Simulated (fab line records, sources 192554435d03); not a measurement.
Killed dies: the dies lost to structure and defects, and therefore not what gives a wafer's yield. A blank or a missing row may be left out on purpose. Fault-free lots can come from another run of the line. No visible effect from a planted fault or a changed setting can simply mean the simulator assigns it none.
Chamber matching | flow n5-finfet | N5_PASSIVATION_DESCUM_32 on rie-diel-02: 4 sister chambers
The step chemistry O2, time 7.9 s. 4 wafers are shown with their chamber, then 7 later ones without.

== WAFERS PAIRED WITH THEIR CHAMBERS ==
wafer  | chamber | drypump-motor-current-A (A)
L617.5 | 2       | 4.8
L623.6 | 1       | 5.6
L632.4 | 0       | 5.9
L632.5 | 3       | 5.2

== WAFERS MISSING THEIR CHAMBER ==
wafer  | drypump-motor-current-A (A)
L632.6 | 5.7
L633.2 | 5.6
L633.4 | 5.6
L633.6 | 5.9
L636.1 | 5.9
L636.4 | 5.6
L636.5 | 5.9

== EACH ONE'S CHAMBER ==
wafer  | from the rows above | in truth
L632.6 | 1                   | 1
L633.2 | 1                   | 1
L633.4 | 1                   | 1
L633.6 | 0                   | 0
L636.1 | 0                   | 0
L636.4 | 1                   | 1
L636.5 | 0                   | 0
Placed correctly: 7 of 7. Can't be placed from these rows: 0. Number placed wrongly: 0.
How it was worked out, from the rows above alone: a wafer's distance from a chamber is the root of the sum, over the readings, of the square of ((its reading less the chamber's mean) divided by the reading's scatter). The wafer belongs to the nearest chamber; if the next one is less than 2 further off, it can't be placed. The mean given for a chamber averages the wafers shown for that chamber. The scatter (one wafer shown for each chamber): square how far every hidden wafer sits from the nearest shown wafer, average those squares and take the square root.
